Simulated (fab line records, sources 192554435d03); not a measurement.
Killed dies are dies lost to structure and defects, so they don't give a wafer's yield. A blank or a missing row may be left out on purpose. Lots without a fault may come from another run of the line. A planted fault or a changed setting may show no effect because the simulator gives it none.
Split-lot experiment | flow n5_finfet | 7 lots, 21 wafers read, on a route of 1938 steps

THE SPLIT
At N5_MOL_CONTACT_COAG_ALD_133 (deposits SiO2, target thk 5 nm, pulse time 1 s, co reactant pulse time 1 s), the setting ald_cycles was moved away from the recipe's 35 on 9 of the 21 wafers read, by -5.7% to +11.4%. The other wafers ran this setting at the recipe's value.

The reading is taken at the split's own step.

THE READING
SiO2_of_MOL_CONTACT_COAG_ALD_133.thk_nm (the simulator's own value, which no gauge read), in nm, at N5_MOL_CONTACT_COAG_ALD_133 (deposits SiO2, target thk 5 nm, pulse time 1 s, co reactant pulse time 1 s). The file gives no usual value for it.

wafer  | tool, chamber at the split | ald_cycles as run | against the recipe | SiO2_of_MOL_CONTACT_COAG_ALD_133.thk_nm, nm | against lot-mates on the recipe
L079.4 | ald_sin-03, 2,1            | 33                | -5.7%              | 4.8                                         | -0.2
L079.6 | ald_sin-03, 2,1            | 33                | -5.7%              | 4.8                                         | -0.2
L079.5 | ald_sin-03, 2              | 35                | recipe             | 5                                           | -
L089.1 | ald_sin-02, 0              | 35                | recipe             | 5                                           | -
L089.2 | ald_sin-02, 2,1            | 38                | +8.6%              | 5.4                                         | +0.4
L089.3 | ald_sin-02, 2,1            | 38                | +8.6%              | 5.4                                         | +0.4
L090.1 | ald_sin-02, 1,2,3          | 35                | recipe             | 5                                           | -
L090.2 | ald_sin-02, 1,2,3          | 35                | recipe             | 5                                           | -
L090.3 | ald_sin-02, 1,2,3          | 35                | recipe             | 5                                           | -
L092.1 | ald_sin-02, 1              | 35                | recipe             | 5                                           | -
L092.2 | ald_sin-02, 2,0            | 38                | +8.6%              | 5.4                                         | +0.4
L092.4 | ald_sin-02, 2,0            | 38                | +8.6%              | 5.4                                         | +0.4
L091.2 | ald_sin-01, 3,0,2          | 35                | recipe             | 5                                           | -
L091.4 | ald_sin-01, 3,0,2          | 35                | recipe             | 5                                           | -
L091.6 | ald_sin-01, 3,0,2          | 35                | recipe             | 5                                           | -
L093.3 | ald_sin-02, 3,1            | 35                | recipe             | 5                                           | -
L093.6 | ald_sin-02, 3,1            | 35                | recipe             | 5                                           | -
L093.5 | ald_sin-02, 2              | 39                | +11.4%             | 5.6                                         | +0.6
L095.2 | ald_sin-02, 0              | 35                | recipe             | 5                                           | -
L095.3 | ald_sin-02, 1,3            | 38                | +8.6%              | 5.4                                         | +0.4
L095.4 | ald_sin-02, 1,3            | 38                | +8.6%              | 5.4                                         | +0.4
Where a row lists several chambers, the file gives one row for several wafers and doesn't say which wafer went through which chamber.

THE FIT
A straight line over all 21 wafers: SiO2_of_MOL_CONTACT_COAG_ALD_133.thk_nm changes by +0.0457 nm for each +1% of ald_cycles; r = +0.99; the points scatter about the line by 0.024 nm.
The same after taking each lot's own level away (the mean of its wafers on the recipe; 21 wafers): +0.0457 nm for each +1%; r = +0.99; scatter 0.024 nm.
On that fit, the largest move of ald_cycles shifts the reading by 0.52 nm.
The lots' own levels span 5.00 to 5.00 nm.
So the lot-to-lot level changes the slope little: the two slopes agree.
Check: with one of the wafers moved furthest among these (+11.4%) left out of the fit, the line predicts +0.517 nm for it against its lot-mates. It came out at +0.6 nm against them.

OTHER SPLITS ON THESE WAFERS
These wafers also went through other splits before the reading. Each is held against what the fit with the lots' levels taken away leaves over:
other split on the same wafers       | wafers away from the commonest value | r with SiO2_of_MOL_CONTACT_COAG_ALD_133.thk_nm (lot level and that fit taken away)
N5_SD_ACTIVATION_LSA_01 temp_c       | 3                                    | -0.06
N5_HKMG_FIN_COAT_43 spin_rpm         | 7                                    | -0.07
N5_HKMG_FIN_ETCH_55 bias_w           | 6                                    | -0.02
N5_HKMG_FIN_ETCH_35 source_w         | 6                                    | -0.45
N5_GATE_CUT_ALD_22 ald_cycles        | 5                                    | -0.14
N5_MOL_CONTACT_COAG_COAT_75 spin_rpm | 13                                   | +0.24
N5_MOL_CONTACT_COAG_COAT_76 spin_rpm | 6                                    | +0.16

THE FILE'S OWN FIT
SiO2_of_MOL_CONTACT_COAG_ALD_133.thk_nm changes by +0.0477 nm for each +1% of ald_cycles, r = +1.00.
